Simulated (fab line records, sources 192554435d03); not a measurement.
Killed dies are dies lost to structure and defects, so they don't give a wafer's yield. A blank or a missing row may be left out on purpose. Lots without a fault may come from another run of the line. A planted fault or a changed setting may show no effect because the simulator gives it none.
Chamber matching | flow n5_finfet | N5_BEOL_M8_CURE_75 on uv_cure-03: 3 sister chambers
The step cures SiCOH lowk, time 120 s. 3 wafers are shown with their chamber, then 8 later ones without.

WAFERS WITH THEIR CHAMBER
wafer  | chamber | wafer_temp_C_max
L081.6 | 0       | 370.9
L087.5 | 1       | 371.1
L093.2 | 2       | 373.1

WAFERS WITHOUT THEIR CHAMBER
wafer  | wafer_temp_C_max
L093.4 | 372.8
L093.6 | 372.0
L095.1 | 372.6
L095.3 | 372.1
L095.6 | 372.6
L094.3 | 371.3
L094.5 | 370.9
L094.6 | 371.1

WHICH CHAMBER EACH WENT THROUGH
wafer  | from the rows above          | in truth
L093.4 | 2                            | 2
L093.6 | can't be placed: 1 or 0 or 2 | 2
L095.1 | can't be placed: 2 or 1      | 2
L095.3 | can't be placed: 1 or 2 or 0 | 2
L095.6 | can't be placed: 2 or 1      | 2
L094.3 | can't be placed: 1 or 0      | 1
L094.5 | can't be placed: 0 or 1      | 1
L094.6 | can't be placed: 1 or 0      | 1
Placed correctly: 1 of 8. Can't be placed from these rows: 7 (the true chamber is among the candidates in 7). Placed wrongly: 0.
How it was worked out, from the rows above alone: a wafer's distance from a chamber is the root of the sum, over the readings, of the square of ((its reading less the chamber's mean) divided by the reading's scatter). The wafer belongs to the nearest chamber; if the next one is less than 2 further off, it can't be placed. A chamber's mean is the mean of its shown wafers. The scatter: with one shown wafer a chamber, the root of the mean of the squares of how far each hidden wafer lies from its nearest shown one.
